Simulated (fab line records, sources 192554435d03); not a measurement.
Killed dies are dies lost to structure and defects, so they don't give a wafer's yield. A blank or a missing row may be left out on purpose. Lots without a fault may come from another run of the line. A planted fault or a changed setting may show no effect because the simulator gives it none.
fab line records | flow n5_finfet
record lots=5 wafers=15 last_day=18
route steps=1938 shown BEOL_M2@926 BEOL_M3@931
lots that met no fault: from a run of the same line without faults
start_h: hours from the record's first day to the start of the lot's first wafer shown | wait_h: hours since the lot's step before | " the same as in the row above | L1.1+2: a row that stands for several wafers | - no value, or no start given | * or withheld: withheld | < > ~ a bound
route shown NAME@n: a module of which the file shows steps, and the number in the route of the first | usual: mean/standard deviation of fault-free wafers | same: alike in all rows | chamber/n: place in a boat | sites: the reading at each site | _std_site: their standard deviation | _edge_site: outer sites' mean less inner sites' | radius_mm: how far each site lies from the wafer's centre | mask NAME#n: copy n | behind: the tool/chamber that last shaped the wafer | hold: why the lot was held/for how many hours/how that ended | device: the transistor (n, p or np) that didn't switch | end of line: the same wafers' tests at the end of the route | a step without rows: its recipe alone | killed: dies lost to structure and defects at the first sort, not the wafer's yield | map: a wafer's dies, x killed, . not, _ none there
set.NAME: the setting as run; set.NAME@STEP: as run at that earlier step | model.NAME: the simulator's own value behind a step, which no gauge read
lots at some steps of the route; a table a step, a row a wafer
services: from which hour (start_h, from the record's first day; less than 0 if before it) a tool's chamber was out of use, for how many hours, and why
## steps
# step N5_BEOL_M2_CO_CAP_55
# recipe material=Co target_thk_a=20 temp_c=200 precursor=CCTBA/H2 pressure_torr=30 time_s=102.1
# usual heater_power_w=236/28
# columns lot.wafer tool chamber start_h wait_h heater_power_w
L078.1 cvd_co-02 1 173.86 0.0 249
L078.3 " 2 " " 201
L078.4 " 0 " " 237
L082.3 cvd_co-01 1 209.49 0.0 248
L082.4 " 0 " " 209
L082.5 " 1 " " 244
L084.3 cvd_co-02 0 217.08 0.0 241
L084.4 " 1 " " 254
L084.6 " 0 " " 246
L094.3 cvd_co-02 0 271.60 0.0 242
L094.5 " 2 " " 199
L094.6 " 0 " " 241
L095.1 cvd_co-01 0 275.29 0.0 212
L095.3 " 1 " " 244
L095.4 " 2 " " 288
# step N5_BEOL_M2_PRE_CLEAN_56
# recipe gas=NH3 time_s=15 temp_c=withheld rf_power_w=300
# columns lot.wafer tool chamber start_h wait_h
L078.1+3+4 pecvd-03 1,0,0 173.96 0.1
L082.3+4+5 pecvd-03 2,1,2 209.59 0.1
L084.3+4+6 pecvd-03 1,2,1 217.18 0.1
L094.3+5+6 pecvd-04 2,1,2 271.69 0.1
L095.1+3+4 pecvd-03 0,1,1 275.38 0.1
# step N5_BEOL_M2_DEP_57
# recipe material=SiCN target_thk_a=80 temp_c=withheld precursor=3MS/NH3 pressure_torr=3 rf_w=202 time_s=14
# usual showerhead_plenum_p_Torr=3.668/0.012 throttle_valve_pct=9.2/0.76
# columns lot.wafer tool chamber start_h wait_h showerhead_plenum_p_Torr throttle_valve_pct
L078.1 pecvd-03 1 173.98 0.0 3.668 10.8
L078.3 " 0 " " 3.665 8.5
L078.4 " 0 " " 3.670 8.4
L082.3 pecvd-03 2 209.61 0.0 3.663 8.3
L082.4 " 1 " " 3.668 10.4
L082.5 " 2 " " 3.664 8.7
L084.3 pecvd-03 1 217.20 0.0 3.677 10.4
L084.4 " 2 " " 3.653 8.5
L084.6 " 1 " " 3.666 10.7
L094.3 pecvd-04 2 271.72 0.0 3.658 9.0
L094.5 " 1 " " 3.693 9.3
L094.6 " 2 " " 3.663 9.3
L095.1 pecvd-03 0 275.40 0.0 3.674 8.7
L095.3 " 1 " " 3.673 10.6
L095.4 " 1 " " 3.675 10.3
# step N5_BEOL_M2_RS_MEAS_58
# recipe thk_meas_gauge=four-point-probe reads=Co_of_BEOL_M2_CO_CAP_55+Cu_of_BEOL_M2_ECD_50+Co_of_BEOL_M2_CVD_47+TaN_of_BEOL_M2_ALD_84
# usual M2_RS=0.677/0.03
# columns lot.wafer tool chamber start_h wait_h M2_RS[ohm/sq]
L078.1 film_metro-02 - 174.05 0.0 0.702
L078.3 " - " " 0.713
L078.4 " - " " 0.690
L082.3 film_metro-02 - 209.68 0.1 0.639
L082.4 " - " " 0.614
L082.5 " - " " 0.655
L084.3 film_metro-01 - 217.27 0.1 0.677
L084.4 " - " " 0.645
L084.6 " - " " 0.699
L094.3 film_metro-01 - 271.79 0.1 0.656
L094.5 " - " " 0.620
L094.6 " - " " 0.665
L095.1 film_metro-01 - 275.47 0.0 0.698
L095.3 " - " " 0.709
L095.4 " - " " 0.752
# step N5_BEOL_M2_INSPECT_59
# recipe inspect_instrument=darkfield mode=post_dep
# usual raw_defect_count=72/22
# columns lot.wafer tool chamber start_h wait_h raw_defect_count
L078.1 defect_inspect-01 - 174.07 0.0 59
L078.3 " - " " 79
L078.4 " - " " 63
L082.3 defect_inspect-01 - 209.71 0.0 75
L082.4 " - " " 54
L082.5 " - " " 83
L084.3 defect_inspect-01 - 217.29 0.0 61
L084.4 " - " " 58
L084.6 " - " " 35
L094.3 defect_inspect-01 - 271.81 0.0 74
L094.5 " - " " 37
L094.6 " - " " 47
L095.1 defect_inspect-01 - 275.50 0.0 83
L095.3 " - " " 94
L095.4 " - " " 49
# step N5_BEOL_M3_ILD_DEP_00
# recipe material=SiOC target_thk_a=790 temp_c=350 precursor=DEMS/O2 pressure_torr=5 rf_w=500 time_s=15.3
# usual heater_power_w=427/53 showerhead_plenum_p_Torr=5.696/0.011 throttle_valve_pct=12.2/0.83
# columns lot.wafer tool chamber start_h wait_h heater_power_w showerhead_plenum_p_Torr throttle_valve_pct
L078.1 pecvd-04 1 174.11 0.0 465 5.715 12.4
L078.3 " 0 " " 481 5.687 11.6
L078.4 " 0 " " 482 5.702 11.4
L082.3 pecvd-01 2 209.74 0.0 339 5.694 12.7
L082.4 " 0 " " 412 5.685 11.2
L082.5 " 1 " " 439 5.693 13.0
L084.3 pecvd-03 2 217.35 0.1 494 5.680 11.2
L084.4 " 0 " " 403 5.690 11.3
L084.6 " 1 " " 425 5.714 13.8
L094.3 pecvd-01 1 271.85 0.0 420 5.699 13.1
L094.5 " 1 " " 423 5.703 12.9
L094.6 " 2 " " 385 5.688 12.8
L095.1 pecvd-01 2 275.53 0.0 397 5.707 12.8
L095.3 " 1 " " 423 5.694 12.8
L095.4 " 2 " " 404 5.686 12.9
# step N5_BEOL_M3_THK_MEAS_01
# recipe reads=SiOC_of_BEOL_M3_ILD_DEP_00
# usual M3_ILD_THK=79.2/0.97
# columns lot.wafer tool chamber start_h wait_h M3_ILD_THK[nm]
L078.1 film_metro-01 - 174.18 0.0 77.9
L078.3 " - " " 78.7
L078.4 " - " " 78.8
L082.3 film_metro-01 - 209.81 0.1 79.4
L082.4 " - " " 81.6
L082.5 " - " " 80.4
L084.3 film_metro-01 - 217.41 0.1 78.2
L084.4 " - " " 79.8
L084.6 " - " " 79.6
L094.3 film_metro-02 - 271.92 0.1 78.8
L094.5 " - " " 80.0
L094.6 " - " " 79.9
L095.1 film_metro-01 - 275.60 0.0 79.5
L095.3 " - " " 79.0
L095.4 " - " " 79.7
# step N5_BEOL_M3_PECVD_72
# recipe material=SiO2 target_thk_a=160 temp_c=400 precursor=TEOS/O2 pressure_torr=5.5 rf_w=450 teos_flow_sccm=53.8 gas=O2 flow_sccm=3000 time_s=18
# usual heater_power_w=652/72 showerhead_plenum_p_Torr=8.79/0.048 throttle_valve_pct=22.7/1.7
# columns lot.wafer tool chamber start_h wait_h heater_power_w showerhead_plenum_p_Torr throttle_valve_pct
L078.1 pecvd-03 2 174.22 0.0 703 8.76 21.0
L078.3 " 1 " " 649 8.84 25.7
L078.4 " 0 " " 607 8.79 21.1
L082.3 pecvd-04 0 209.85 0.0 689 8.76 21.5
L082.4 " 0 " " 706 8.74 21.6
L082.5 " 1 " " 768 8.92 23.4
L084.3 pecvd-03 2 217.45 0.0 779 8.74 20.8
L084.4 " 1 " " 643 8.83 25.7
L084.6 " 0 " " 730 8.81 21.1
L094.3 pecvd-01 2 271.95 0.0 608 8.78 23.8
L094.5 " 2 " " 599 8.77 23.8
L094.6 " 1 " " 626 8.78 24.2
L095.1 pecvd-03 2 275.64 0.0 716 8.76 20.8
L095.3 " 1 " " 648 8.80 26.0
L095.4 " 0 " " 681 8.81 21.4
# step N5_BEOL_M3_HM_DEP_02
# recipe material=TiN target_thk_a=200 temp_c=25 chamber_pressure_pa=0.49996
# usual throttle_valve_pct=30.1/1.2
# columns lot.wafer tool chamber start_h wait_h throttle_valve_pct
L078.1 pvd_sputter-01 - 174.35 0.1 30.7
L078.3 " - " " 29.8
L078.4 " - " " 27.6
L082.3 pvd_sputter-02 - 210.26 0.4 29.1
L082.4 " - " " 28.8
L082.5 " - " " 31.3
L084.3 pvd_sputter-02 - 218.37 0.9 29.2
L084.4 " - " " 31.3
L084.6 " - " " 29.0
L094.3 pvd_sputter-02 - 273.97 2.0 31.5
L094.5 " - " " 29.0
L094.6 " - " " 31.7
L095.1 pvd_sputter-03 - 277.20 1.5 30.2
L095.3 " - " " 30.9
L095.4 " - " " 30.0
# step N5_BEOL_M3_COAT_61
# recipe resist=SOC temp_c=250 time_s=60 spin_rpm=1500 resist_thk_nm=60
# usual heater_power_total_W=500.7/1.8
# columns lot.wafer tool chamber start_h wait_h heater_power_total_W
L078.1 litho_track-02 0 174.47 0.1 498.0
L078.3 " 0 " " 498.8
L078.4 " 0 " " 499.4
L082.3 litho_track-04 0 210.38 0.1 501.2
L082.4 " 0 " " 501.2
L082.5 " 0 " " 500.7
L084.3 litho_track-04 0 218.50 0.1 502.8
L084.4 " 0 " " 497.6
L084.6 " 0 " " 500.8
L094.3 litho_track-02 0 274.10 0.1 500.5
L094.5 " 0 " " 500.3
L094.6 " 0 " " 501.4
L095.1 litho_track-02 0 277.32 0.1 499.5
L095.3 " 0 " " 502.3
L095.4 " 0 " " 502.8
# step N5_BEOL_M3_COAT_62
# recipe resist=SiARC temp_c=220 time_s=60 spin_rpm=1500 resist_thk_nm=12
# usual heater_power_total_W=427.4/2.1
# columns lot.wafer tool chamber start_h wait_h heater_power_total_W
L078.1 litho_track-02 0 - - 430.0
L078.3 " 0 " " 427.4
L078.4 " 0 " " 424.3
L082.3 litho_track-04 0 - - 430.7
L082.4 " 0 " " 428.8
L082.5 " 0 " " 429.4
L084.3 litho_track-04 0 - - 424.4
L084.4 " 0 " " 426.0
L084.6 " 0 " " 430.8
L094.3 litho_track-02 0 - - 429.2
L094.5 " 0 " " 428.9
L094.6 " 0 " " 429.3
L095.1 litho_track-02 0 - - 429.3
L095.3 " 0 " " 425.9
L095.4 " 0 " " 429.9
# step N5_BEOL_M3_COAT_73
# recipe resist=underlayer temp_c=205 time_s=60 spin_rpm=1500 resist_thk_nm=5
# usual heater_power_total_W=391.7/1.3
# columns lot.wafer tool chamber start_h wait_h heater_power_total_W
L078.1 litho_track-02 0 - - 393.0
L078.3 " 0 " " 389.6
L078.4 " 0 " " 390.6
L082.3 litho_track-04 0 - - 392.3
L082.4 " 0 " " 392.1
L082.5 " 0 " " 390.8
L084.3 litho_track-04 0 - - 392.6
L084.4 " 0 " " 393.0
L084.6 " 0 " " 394.0
L094.3 litho_track-02 0 - - 392.0
L094.5 " 0 " " 392.6
L094.6 " 0 " " 389.5
L095.1 litho_track-02 0 - - 393.8
L095.3 " 0 " " 393.0
L095.4 " 0 " " 389.9
# step N5_BEOL_M3_COAT_05
# recipe resist=CAR-EUV spin_rpm=1500 resist_thk_nm=30
# columns lot.wafer tool chamber start_h wait_h
L078.1+3+4 litho_track-02 0 - -
L082.3+4+5 litho_track-04 0 - -
L084.3+4+6 litho_track-04 0 - -
L094.3+5+6 litho_track-02 0 - -
L095.1+3+4 litho_track-02 0 - -
# step N5_BEOL_M3_EBR_07
# recipe solvent=PGMEA ebr_width_mm=1.5
# columns lot.wafer tool chamber start_h wait_h
L078.1+3+4 litho_track-02 0 - -
L082.3+4+5 litho_track-04 0 - -
L084.3+4+6 litho_track-04 0 - -
L094.3+5+6 litho_track-02 0 - -
L095.1+3+4 litho_track-02 0 - -
# step N5_BEOL_M3_SOFTBAKE_06
# recipe temp_c=110 time_s=60 resist=CAR-EUV
# usual heater_power_total_W=175.3/1.6
# columns lot.wafer tool chamber start_h wait_h heater_power_total_W
L078.1 litho_track-02 0 - - 174.2
L078.3 " 0 " " 174.9
L078.4 " 0 " " 177.1
L082.3 litho_track-04 0 - - 176.1
L082.4 " 0 " " 175.7
L082.5 " 0 " " 173.1
L084.3 litho_track-04 0 - - 176.0
L084.4 " 0 " " 172.9
L084.6 " 0 " " 173.6
L094.3 litho_track-02 0 - - 174.6
L094.5 " 0 " " 173.0
L094.6 " 0 " " 177.3
L095.1 litho_track-02 0 - - 174.1
L095.3 " 0 " " 175.7
L095.4 " 0 " " 176.8
# step N5_BEOL_M3_EXPOSE_08
# recipe mask_id=M3 na=0.33 source_shape=dipole sigma_inner=0.369 sigma_outer=0.767 polarization=unpolarized dose_mj=33
# usual stage_msd_nm=0.859/0.023
# same sigma_outer=0.767
# columns lot.wafer tool chamber start_h wait_h mask stage_msd_nm
L078.1 euv_scanner-02 0 174.79 - M3#0 0.871
L078.3 " 0 " " M3#0 0.870
L078.4 " 0 " " M3#0 0.870
L082.3 euv_scanner-02 0 210.66 - M3#0 0.876
L082.4 " 0 " " M3#0 0.876
L082.5 " 0 " " M3#0 0.872
L084.3 euv_scanner-02 0 218.65 - M3#0 0.877
L084.4 " 0 " " M3#0 0.874
L084.6 " 0 " " M3#0 0.877
L094.3 euv_scanner-02 0 274.25 - M3#0 0.885
L094.5 " 0 " " M3#0 0.883
L094.6 " 0 " " M3#0 0.883
L095.1 euv_scanner-01 0 277.58 - M3#0 0.830
L095.3 " 0 " " M3#0 0.828
L095.4 " 0 " " M3#0 0.828
# step N5_BEOL_M3_PEB_09
# recipe peb_temp_c=100 peb_time_s=60 resist=CAR-EUV
# usual heater_power_total_W=154.0/1.2
# columns lot.wafer tool chamber start_h wait_h heater_power_total_W
L078.1 litho_track-04 0 174.85 0.1 152.9
L078.3 " 0 " " 153.0
L078.4 " 0 " " 153.1
L082.3 litho_track-05 0 210.71 0.0 155.8
L082.4 " 0 " " 155.1
L082.5 " 0 " " 155.2
L084.3 litho_track-02 0 218.70 0.0 152.6
L084.4 " 0 " " 153.0
L084.6 " 0 " " 152.3
L094.3 litho_track-04 0 274.30 0.0 155.1
L094.5 " 0 " " 153.1
L094.6 " 0 " " 154.7
L095.1 litho_track-04 0 277.64 0.1 152.4
L095.3 " 0 " " 154.1
L095.4 " 0 " " 155.7
# step N5_BEOL_M3_DEVELOP_10
# recipe develop_time_s=30 developer=TMAH resist=CAR-EUV rinse_liquid=surfactant_rinse dry=air_spin dev_temp_c=23
# columns lot.wafer tool chamber start_h wait_h
L078.1+3+4 litho_track-04 0 - -
L082.3+4+5 litho_track-05 0 - -
L084.3+4+6 litho_track-02 0 - -
L094.3+5+6 litho_track-04 0 - -
L095.1+3+4 litho_track-04 0 - -
# step N5_BEOL_M3_CD_MEAS_11
# recipe target_cd_nm=17.05 landing_energy_ev=500 detector=se_inlens polarity=opening
# usual cd_nm=17.06/0.22
# columns lot.wafer tool chamber start_h wait_h cd_nm
L078.1 cd_sem-02 0 174.91 - 17.07
L078.3 " 0 " " 17.24
L078.4 " 0 " " 16.65
L082.3 cd_sem-01 0 210.78 - 16.91
L082.4 " 0 " " 17.08
L082.5 " 0 " " 16.97
L084.3 cd_sem-03 0 218.76 - 17.14
L084.4 " 0 " " 17.24
L084.6 " 0 " " 17.26
L094.3 cd_sem-02 0 274.37 - 17.13
L094.5 " 0 " " 17.02
L094.6 " 0 " " 16.91
L095.1 cd_sem-03 0 277.71 - 16.86
L095.3 " 0 " " 17.23
L095.4 " 0 " " 16.94
# step N5_BEOL_M3_OVL_MEAS_12
# recipe points_per_wafer=522
# usual M3_OVL=-0.2/0.6
# columns lot.wafer tool chamber start_h wait_h M3_OVL[nm]
L078.1 overlay-02 0 174.94 0.0 -0.5
L078.3 " 0 " " -0.6
L078.4 " 0 " " 0.4
L082.3 overlay-02 0 210.82 0.0 -0.5
L082.4 " 0 " " 0.3
L082.5 " 0 " " 0.2
L084.3 overlay-01 0 218.80 0.0 0.4
L084.4 " 0 " " 0.3
L084.6 " 0 " " 0.5
L094.3 overlay-01 0 274.41 0.0 -1.1
L094.5 " 0 " " 0.2
L094.6 " 0 " " -0.8
L095.1 overlay-01 0 277.74 0.0 0.4
L095.3 " 0 " " -0.1
L095.4 " 0 " " 0.9
# step N5_BEOL_M3_INSPECT_13
# recipe mode=adi inspect_instrument=brightfield
# usual raw_defect_count=408/90
# columns lot.wafer tool chamber start_h wait_h raw_defect_count
L078.1 defect_inspect-01 - 175.00 0.1 378
L078.3 " - " " 340
L078.4 " - " " 344
L082.3 defect_inspect-02 - 210.86 0.0 378
L082.4 " - " " 386
L082.5 " - " " 376
L084.3 defect_inspect-01 - 218.86 0.1 329
L084.4 " - " " 230
L084.6 " - " " 256
L094.3 defect_inspect-01 - 274.45 0.0 328
L094.5 " - " " 290
L094.6 " - " " 215
L095.1 defect_inspect-01 - 277.80 0.1 530
L095.3 " - " " 411
L095.4 " - " " 392
# step N5_BEOL_M3_DESCUM_16
# recipe chemistry=O2 time_s=7 source_power_w=50 bias_power_w=20 pressure_mtorr=20 rf_frequency_hz=2.712e+07 temp_c=40 resist=CAR-EUV o2_flow_sccm=225
# usual drypump_motor_current_A=5.53/0.3 o2_flow_sccm=225.1/0.71 oes_product_au=0.76/0.064 rf_vpp_V=243.0/1.5 showerhead_plenum_p_Torr=2.08/0.075 temp_c=40.01/0.11 throttle_valve_pct=20.40/0.28
# columns lot.wafer tool chamber start_h wait_h drypump_motor_current_A o2_flow_sccm oes_product_au rf_hours_counter_h rf_vpp_V showerhead_plenum_p_Torr temp_c throttle_valve_pct
L078.1 rie_diel-03 3 175.12 0.1 5.69 225.1 0.70 222 241.4 2.07 40.00 20.72
L078.3 " 2 " " 5.29 225.1 0.74 165 241.9 2.09 39.98 20.91
L078.4 " 0 " " 5.56 224.4 0.72 - 243.6 2.08 40.06 20.25
L082.3 rie_diel-03 0 210.90 0.0 5.60 225.8 0.71 208 243.6 2.07 40.05 20.27
L082.4 " 2 " " 5.28 224.8 0.74 175 243.3 2.09 39.83 20.93
L082.5 " 1 " " 5.23 225.2 0.78 - 240.0 1.92 40.00 20.15
L084.3 rie_diel-01 2 219.06 0.2 5.69 225.6 0.71 224 241.9 2.07 39.92 20.61
L084.4 " 3 " " 5.66 224.5 0.76 - 244.0 2.01 40.13 20.05
L084.6 " 1 " " 5.59 225.4 0.70 - 244.1 2.16 39.90 20.51
L094.3 rie_diel-06 0 274.49 0.0 5.47 224.9 0.85 81 244.5 2.12 40.08 20.16
L094.5 " 2 " " 5.99 225.7 0.76 - 244.1 2.19 40.19 20.17
L094.6 " 3 " " 5.07 225.6 0.71 - 241.5 1.97 40.12 20.49
L095.1 rie_diel-03 1 277.83 0.0 5.23 223.9 0.75 166 240.4 1.91 39.98 20.18
L095.3 " 2 " " 5.31 224.3 0.72 196 243.5 2.08 40.18 20.95
L095.4 " 2 " " 5.30 224.7 0.71 - 242.2 2.08 39.97 20.97
# step N5_BEOL_M3_ETCH_74
# recipe chemistry=N2/H2 target=underlayer target_depth_a=65 mask_material=CAR-EUV time_s=5.2 ion_energy_ev=200 pressure_mtorr=30 source_w=840 bias_w=150 n2_flow_sccm=200 h2_flow_sccm=200 ends=cleared
# usual drypump_motor_current_A=5.53/0.29 etch_rf_on_time_s=5.17/0.075 oes_product_au=0.65/0.053 rf_vpp_V=523.6/2.7 showerhead_plenum_p_Torr=2.53/0.091 throttle_valve_pct=17.87/0.26
# columns lot.wafer tool chamber start_h wait_h drypump_motor_current_A etch_rf_on_time_s oes_product_au rf_hours_counter_h rf_vpp_V showerhead_plenum_p_Torr throttle_valve_pct
L078.1 rie_diel-03 3 175.16 0.0 5.73 5.20 0.59 222 523.6 2.52 18.19
L078.3 " 2 " " 5.32 5.16 0.64 165 523.8 2.54 18.33
L078.4 " 0 " " 5.59 5.20 0.64 - 521.3 2.52 17.61
L082.3 rie_diel-03 0 210.93 0.0 5.56 5.16 0.62 208 522.4 2.51 17.62
L082.4 " 2 " " 5.28 5.25 0.64 175 523.9 2.53 18.35
L082.5 " 1 " " 5.23 5.10 0.66 - 519.9 2.33 17.53
L084.3 rie_diel-01 2 219.10 0.0 5.71 5.20 0.60 224 521.7 2.52 18.10
L084.4 " 3 " " 5.65 5.10 0.64 - 524.3 2.45 17.72
L084.6 " 1 " " 5.61 5.16 0.61 - 523.5 2.63 17.99
L094.3 rie_diel-06 0 274.52 0.0 5.45 5.02 0.72 81 527.1 2.57 17.55
L094.5 " 2 " " 5.95 5.19 0.66 - 527.4 2.67 17.82
L094.6 " 3 " " 5.07 5.21 0.60 - 519.9 2.40 18.01
L095.1 rie_diel-03 1 277.87 0.0 5.24 5.17 0.65 166 517.7 2.32 17.55
L095.3 " 2 " " 5.29 5.28 0.61 196 524.5 2.52 18.38
L095.4 " 2 " " 5.30 5.27 0.62 - 526.4 2.52 18.39
# step N5_BEOL_M3_ETCH_63
# recipe chemistry=CF4 target=SiARC target_depth_a=156 mask_material=CAR-EUV time_s=26 ion_energy_ev=80 pressure_mtorr=40 source_w=545 bias_w=36 Ar_flow_sccm=100 cf4_flow_sccm=100 ends=cleared
# usual drypump_motor_current_A=5.53/0.29 etch_rf_on_time_s=25.8/0.4 oes_product_au=0.65/0.055 rf_vpp_V=183.9/1.3 showerhead_plenum_p_Torr=2.13/0.069 throttle_valve_pct=15.60/0.27
# columns lot.wafer tool chamber start_h wait_h drypump_motor_current_A etch_rf_on_time_s oes_product_au rf_hours_counter_h rf_vpp_V showerhead_plenum_p_Torr throttle_valve_pct
L078.1 rie_diel-03 3 175.17 0.0 5.71 26.2 0.60 222 184.8 2.12 15.91
L078.3 " 2 " " 5.31 26.1 0.63 165 183.0 2.14 16.07
L078.4 " 0 " " 5.57 25.9 0.63 - 183.6 2.13 15.51
L082.3 rie_diel-03 0 210.95 0.0 5.58 26.3 0.61 208 183.5 2.12 15.56
L082.4 " 2 " " 5.30 26.8 0.62 175 182.1 2.14 16.10
L082.5 " 1 " " 5.20 26.4 0.66 - 180.4 1.98 15.40
L084.3 rie_diel-01 2 219.11 0.0 5.70 26.3 0.60 224 185.4 2.12 15.82
L084.4 " 3 " " 5.65 25.5 0.65 - 183.0 2.07 15.37
L084.6 " 1 " " 5.59 25.8 0.61 - 185.4 2.20 15.73
L094.3 rie_diel-06 0 274.54 0.0 5.47 25.2 0.73 81 184.3 2.16 15.33
L094.5 " 2 " " 5.95 25.4 0.67 - 185.6 2.23 15.36
L094.6 " 3 " " 5.07 26.1 0.60 - 182.6 2.02 15.69
L095.1 rie_diel-03 1 277.88 0.0 5.22 25.9 0.64 166 181.8 1.98 15.44
L095.3 " 2 " " 5.30 26.5 0.62 196 184.2 2.13 16.14
L095.4 " 2 " " 5.29 26.3 0.61 - 184.3 2.13 16.14
# step N5_BEOL_M3_ETCH_64
# recipe chemistry=N2/H2 target=SOC target_depth_a=750 overetch_a=150 mask_material=SiARC temp_c=40 time_s=112.5 ion_energy_ev=200 pressure_mtorr=30 source_w=840 bias_w=150 n2_flow_sccm=200 h2_flow_sccm=200
# usual drypump_motor_current_A=5.53/0.3 oes_product_au=0.60/0.046 rf_vpp_V=523.3/2.6 showerhead_plenum_p_Torr=2.53/0.091 temp_c=40.02/0.12 throttle_valve_pct=17.83/0.27
# columns lot.wafer tool chamber start_h wait_h drypump_motor_current_A oes_product_au rf_hours_counter_h rf_vpp_V showerhead_plenum_p_Torr temp_c throttle_valve_pct
L078.1 rie_diel-03 3 175.20 0.0 5.70 0.56 222 522.8 2.52 40.00 18.16
L078.3 " 2 " " 5.28 0.60 165 524.5 2.54 40.07 18.29
L078.4 " 0 " " 5.57 0.59 - 521.4 2.52 39.92 17.57
L082.3 rie_diel-03 0 210.98 0.0 5.59 0.57 208 523.1 2.51 40.01 17.59
L082.4 " 2 " " 5.31 0.59 175 524.3 2.53 39.86 18.33
L082.5 " 1 " " 5.22 0.62 - 519.3 2.33 40.03 17.47
L084.3 rie_diel-01 2 219.14 0.0 5.67 0.56 224 523.8 2.52 40.02 18.04
L084.4 " 3 " " 5.70 0.61 - 520.5 2.45 40.02 17.68
L084.6 " 1 " " 5.61 0.56 - 525.2 2.63 39.88 17.95
L094.3 rie_diel-06 0 274.56 0.0 5.46 0.66 81 524.4 2.57 40.05 17.51
L094.5 " 2 " " 5.98 0.61 - 526.5 2.67 39.85 17.76
L094.6 " 3 " " 5.08 0.56 - 520.0 2.40 40.20 17.99
L095.1 rie_diel-03 1 277.91 0.0 5.25 0.59 166 517.5 2.32 39.88 17.52
L095.3 " 2 " " 5.34 0.58 196 525.1 2.52 39.90 18.35
L095.4 " 2 " " 5.26 0.58 - 523.7 2.52 39.83 18.36
# step N5_BEOL_M3_STRIP_65
# recipe chemistry=N2/H2 temp_c=40 n2_flow_sccm=200 h2_flow_sccm=200 rf_frequency_hz=6e+07
# columns lot.wafer tool chamber start_h wait_h
L078.1+3+4 rie_diel-03 3,2,0 175.31 0.1
L082.3+4+5 rie_diel-03 0,2,1 211.08 0.1
L084.3+4+6 rie_diel-01 2,3,1 219.25 0.1
L094.3+5+6 rie_diel-06 0,2,3 274.67 0.1
L095.1+3+4 rie_diel-03 1,2,2 278.02 0.1
# step N5_BEOL_M3_STRIP_75
# recipe chemistry=N2/H2 temp_c=40 n2_flow_sccm=200 h2_flow_sccm=200 rf_frequency_hz=6e+07
# columns lot.wafer tool chamber start_h wait_h
L078.1+3+4 rie_diel-03 3,2,0 175.32 0.0
L082.3+4+5 rie_diel-03 0,2,1 211.09 0.0
L084.3+4+6 rie_diel-01 2,3,1 219.26 0.0
L094.3+5+6 rie_diel-06 0,2,3 274.68 0.0
L095.1+3+4 rie_diel-03 1,2,2 278.03 0.0
# step N5_BEOL_M3_STRIP_66
# recipe chemistry=CF4 resist=SiARC power_w=300 bias_power_w=75 pressure_mtorr=50 cf4_flow_sccm=150 rf_frequency_hz=6e+07
# usual drypump_motor_current_A=5.52/0.3 oes_product_au=0.75/0.058 rf_vpp_V=271.0/1.5 showerhead_plenum_p_Torr=1.78/0.058 throttle_valve_pct=13.59/0.27
# columns lot.wafer tool chamber start_h wait_h drypump_motor_current_A oes_product_au rf_hours_counter_h rf_vpp_V showerhead_plenum_p_Torr throttle_valve_pct
L078.1 rie_diel-03 3 175.33 0.0 5.71 0.70 222 270.0 1.78 13.90
L078.3 " 2 " " 5.29 0.73 165 271.6 1.79 14.03
L078.4 " 0 " " 5.60 0.73 - 271.2 1.78 13.53
L082.3 rie_diel-03 0 211.10 0.0 5.58 0.72 208 270.5 1.78 13.57
L082.4 " 2 " " 5.24 0.74 175 270.7 1.79 14.05
L082.5 " 1 " " 5.19 0.77 - 268.2 1.66 13.39
L084.3 rie_diel-01 2 219.27 0.0 5.68 0.70 224 270.6 1.77 13.81
L084.4 " 3 " " 5.68 0.74 - 270.7 1.73 13.34
L084.6 " 1 " " 5.56 0.70 - 271.4 1.84 13.73
L094.3 rie_diel-06 0 274.69 0.0 5.47 0.83 81 271.8 1.81 13.30
L094.5 " 2 " " 5.97 0.77 - 272.0 1.87 13.35
L094.6 " 3 " " 5.06 0.70 - 268.3 1.70 13.71
L095.1 rie_diel-03 1 278.04 0.0 5.21 0.74 166 268.6 1.65 13.43
L095.3 " 2 " " 5.27 0.72 196 269.7 1.78 14.08
L095.4 " 2 " " 5.25 0.71 - 272.0 1.78 14.10
# step N5_BEOL_M3_HM_OPEN_17
# recipe chemistry=Cl2/BCl3 target_depth_a=200 overetch_a=60 target=TiN mask_material=SOC ion_energy_ev=150 pressure_mtorr=10 icp_w=1000 bias_w=126 Cl2_flow_sccm=53.25 bcl3_flow_sccm=21.75 Ar_flow_sccm=25
# usual drypump_motor_current_A=5.6/0.4 mfc_cl2_sccm=53.25/0.17 oes_product_au=0.63/0.071 throttle_valve_pct=22.29/0.26
# columns lot.wafer tool chamber start_h wait_h drypump_motor_current_A mfc_cl2_sccm oes_product_au rf_hours_counter_h throttle_valve_pct
L078.1 rie_metal-03 0 175.37 0.0 6.3 53.00 0.70 24 22.14
L078.3 " 1 " " 5.3 53.19 0.78 - 22.02
L078.4 " 0 " " 6.3 53.21 0.70 - 22.12
L082.3 rie_metal-02 1 211.20 0.1 5.1 52.95 0.66 - 22.56
L082.4 " 1 " " 5.1 53.35 0.65 - 22.55
L082.5 " 1 " " 5.1 53.19 0.65 - 22.56
L084.3 rie_metal-02 0 219.34 0.1 5.4 53.33 0.59 - 22.06
L084.4 " 1 " " 5.1 52.92 0.64 - 22.59
L084.6 " 1 " " 5.1 53.01 0.64 - 22.58
L094.3 rie_metal-02 0 274.76 0.1 5.3 53.63 0.58 - 22.10
L094.5 " 0 " " 5.3 53.48 0.58 - 22.09
L094.6 " 1 " " 5.1 53.56 0.63 - 22.58
L095.1 rie_metal-01 0 278.08 0.0 6.0 53.38 0.58 92 22.16
L095.3 " 1 " " 5.5 53.01 0.54 - 22.70
L095.4 " 0 " " 6.0 53.44 0.58 - 22.15
## services
# columns tool chamber start_h hours kind
rie_diel-03 2 152.31 9.3 repair
euv_scanner-02 - 152.76 5.8 pm
euv_scanner-02 - 171.06 1.0 pm
rie_diel-03 1 174.66 6.3 repair
euv_scanner-01 - 176.19 1.0 pm
euv_scanner-01 - 184.12 0.2 repair
pvd_sputter-03 - 186.76 4.3 repair
cvd_co-02 - 191.85 0.4 repair
rie_metal-03 - 195.67 0.3 repair
pecvd-04 - 198.44 0.5 repair
rie_metal-02 0 208.70 9.6 repair
rie_diel-01 0 210.39 10.2 repair
cvd_co-01 - 214.39 6.0 pm
pecvd-04 2 216.90 6.0 repair
cvd_co-01 - 221.28 1.4 repair
euv_scanner-02 - 228.92 1.0 pm
rie_metal-02 - 234.38 1.4 pm
rie_diel-03 2 241.27 5.7 repair
rie_metal-02 - 244.44 0.4 repair
rie_diel-03 3 244.60 9.1 repair
euv_scanner-02 - 256.19 0.9 repair
rie_diel-06 2 269.26 3.9 repair
pecvd-01 - 273.03 1.2 repair
rie_diel-01 0 275.92 17.7 repair
## key
fault none
